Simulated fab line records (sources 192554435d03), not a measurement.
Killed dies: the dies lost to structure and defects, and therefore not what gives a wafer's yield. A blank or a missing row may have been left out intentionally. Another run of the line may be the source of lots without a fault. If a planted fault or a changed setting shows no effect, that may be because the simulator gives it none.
Chamber matching || flow n5Finfet || pecvd-04 running N5_BEOL_M0_SAQP_PECVD_96: 3 sister chambers
The step deposits a-Si from SiH4/He, target thk 45 nm, time 45.2 s. 20 wafers are shown with their chamber, then 10 later ones without.

## WAFERS PAIRED WITH THEIR CHAMBERS
{"wafer": "L076.3", "chamber": 2, "showerheadPlenumPTorr (Torr)": 5.81, "heaterPowerW (W)": 758, "throttleValvePct (%)": 17.6}
{"wafer": "L076.4", "chamber": 2, "showerheadPlenumPTorr (Torr)": 5.81, "heaterPowerW (W)": 742, "throttleValvePct (%)": 17.3}
{"wafer": "L076.5", "chamber": 0, "showerheadPlenumPTorr (Torr)": 5.73, "heaterPowerW (W)": 652, "throttleValvePct (%)": 18.5}
{"wafer": "L081.2", "chamber": 0, "showerheadPlenumPTorr (Torr)": 5.75, "heaterPowerW (W)": 609, "throttleValvePct (%)": 18.1}
{"wafer": "L081.3", "chamber": 2, "showerheadPlenumPTorr (Torr)": 5.80, "heaterPowerW (W)": 739, "throttleValvePct (%)": 17.5}
{"wafer": "L081.5", "chamber": 1, "showerheadPlenumPTorr (Torr)": 5.69, "heaterPowerW (W)": 748, "throttleValvePct (%)": 17.6}
{"wafer": "L088.3", "chamber": 2, "showerheadPlenumPTorr (Torr)": 5.83, "heaterPowerW (W)": 805, "throttleValvePct (%)": 17.4}
{"wafer": "L088.4", "chamber": 1, "showerheadPlenumPTorr (Torr)": 5.67, "heaterPowerW (W)": 764, "throttleValvePct (%)": 17.5}
{"wafer": "L088.5", "chamber": 2, "showerheadPlenumPTorr (Torr)": 5.82, "heaterPowerW (W)": 805, "throttleValvePct (%)": 17.7}
{"wafer": "L090.1", "chamber": 1, "showerheadPlenumPTorr (Torr)": 5.68, "heaterPowerW (W)": 767, "throttleValvePct (%)": 17.9}
{"wafer": "L090.2", "chamber": 2, "showerheadPlenumPTorr (Torr)": 5.83, "heaterPowerW (W)": 753, "throttleValvePct (%)": 17.6}
{"wafer": "L090.3", "chamber": 0, "showerheadPlenumPTorr (Torr)": 5.73, "heaterPowerW (W)": 606, "throttleValvePct (%)": 18.7}
{"wafer": "L091.1", "chamber": 2, "showerheadPlenumPTorr (Torr)": 5.82, "heaterPowerW (W)": 843, "throttleValvePct (%)": 17.6}
{"wafer": "L091.5", "chamber": 0, "showerheadPlenumPTorr (Torr)": 5.73, "heaterPowerW (W)": 620, "throttleValvePct (%)": 18.4}
{"wafer": "L091.6", "chamber": 1, "showerheadPlenumPTorr (Torr)": 5.69, "heaterPowerW (W)": 716, "throttleValvePct (%)": 17.9}
{"wafer": "L092.1", "chamber": 0, "showerheadPlenumPTorr (Torr)": 5.73, "heaterPowerW (W)": 589, "throttleValvePct (%)": 18.1}
{"wafer": "L092.3", "chamber": 2, "showerheadPlenumPTorr (Torr)": 5.82, "heaterPowerW (W)": 762, "throttleValvePct (%)": 17.8}
{"wafer": "L092.4", "chamber": 2, "showerheadPlenumPTorr (Torr)": 5.83, "heaterPowerW (W)": 770, "throttleValvePct (%)": 17.6}
{"wafer": "L093.2", "chamber": 2, "showerheadPlenumPTorr (Torr)": 5.81, "heaterPowerW (W)": 838, "throttleValvePct (%)": 17.5}
{"wafer": "L093.4", "chamber": 1, "showerheadPlenumPTorr (Torr)": 5.68, "heaterPowerW (W)": 775, "throttleValvePct (%)": 18.0}

SIGNATURES, as means of the wafers listed above
{"reading": "showerheadPlenumPTorr", "chamber 0": 5.7340, "chamber 1": 5.6820, "chamber 2": 5.8180, "scatter within a chamber": 0.00958}
{"reading": "heaterPowerW", "chamber 0": 615.20, "chamber 1": 754.00, "chamber 2": 781.50, "scatter within a chamber": 32.3}
{"reading": "throttleValvePct", "chamber 0": 18.360, "chamber 1": 17.780, "chamber 2": 17.560, "scatter within a chamber": 0.195}
Rule: for each reading, subtract the chamber's mean from the wafer's reading, divide by that reading's scatter and square the result; add these up over the readings and take the root, which gives the wafer's distance from the chamber. If the next closest chamber is less than 2 further off than the closest, the wafer can't be placed; otherwise it belongs to the closest. The scatter: the root of (the sum of the squares of (reading less its chamber's mean) over the shown wafers, divided by (wafers less chambers)).

## WAFERS MISSING THEIR CHAMBER
{"wafer": "L093.6", "showerheadPlenumPTorr (Torr)": 5.73, "heaterPowerW (W)": 681, "throttleValvePct (%)": 18.4}
{"wafer": "L094.2", "showerheadPlenumPTorr (Torr)": 5.73, "heaterPowerW (W)": 636, "throttleValvePct (%)": 18.5}
{"wafer": "L094.3", "showerheadPlenumPTorr (Torr)": 5.69, "heaterPowerW (W)": 767, "throttleValvePct (%)": 17.8}
{"wafer": "L094.5", "showerheadPlenumPTorr (Torr)": 5.75, "heaterPowerW (W)": 657, "throttleValvePct (%)": 18.2}
{"wafer": "L095.1", "showerheadPlenumPTorr (Torr)": 5.81, "heaterPowerW (W)": 778, "throttleValvePct (%)": 18.0}
{"wafer": "L095.4", "showerheadPlenumPTorr (Torr)": 5.69, "heaterPowerW (W)": 681, "throttleValvePct (%)": 18.2}
{"wafer": "L095.6", "showerheadPlenumPTorr (Torr)": 5.74, "heaterPowerW (W)": 689, "throttleValvePct (%)": 18.2}
{"wafer": "L097.2", "showerheadPlenumPTorr (Torr)": 5.69, "heaterPowerW (W)": 774, "throttleValvePct (%)": 17.9}
{"wafer": "L097.5", "showerheadPlenumPTorr (Torr)": 5.73, "heaterPowerW (W)": 630, "throttleValvePct (%)": 18.2}
{"wafer": "L097.6", "showerheadPlenumPTorr (Torr)": 5.69, "heaterPowerW (W)": 783, "throttleValvePct (%)": 17.9}

## WHICH CHAMBER EACH ONE RAN IN
{"wafer": "L093.6", "from the rows above": 0, "in truth": 0}
{"wafer": "L094.2", "from the rows above": 0, "in truth": 0}
{"wafer": "L094.3", "from the rows above": 1, "in truth": 1}
{"wafer": "L094.5", "from the rows above": 0, "in truth": 0}
{"wafer": "L095.1", "from the rows above": 2, "in truth": 2}
{"wafer": "L095.4", "from the rows above": "can't be placed: 1 or 0", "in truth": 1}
{"wafer": "L095.6", "from the rows above": 0, "in truth": 0}
{"wafer": "L097.2", "from the rows above": 1, "in truth": 1}
{"wafer": "L097.5", "from the rows above": 0, "in truth": 0}
{"wafer": "L097.6", "from the rows above": 1, "in truth": 1}
Correctly placed: 9 of 10. Cannot be placed on the basis of these rows: 1; the candidates contain the true chamber in 1. Placed wrongly: 0.
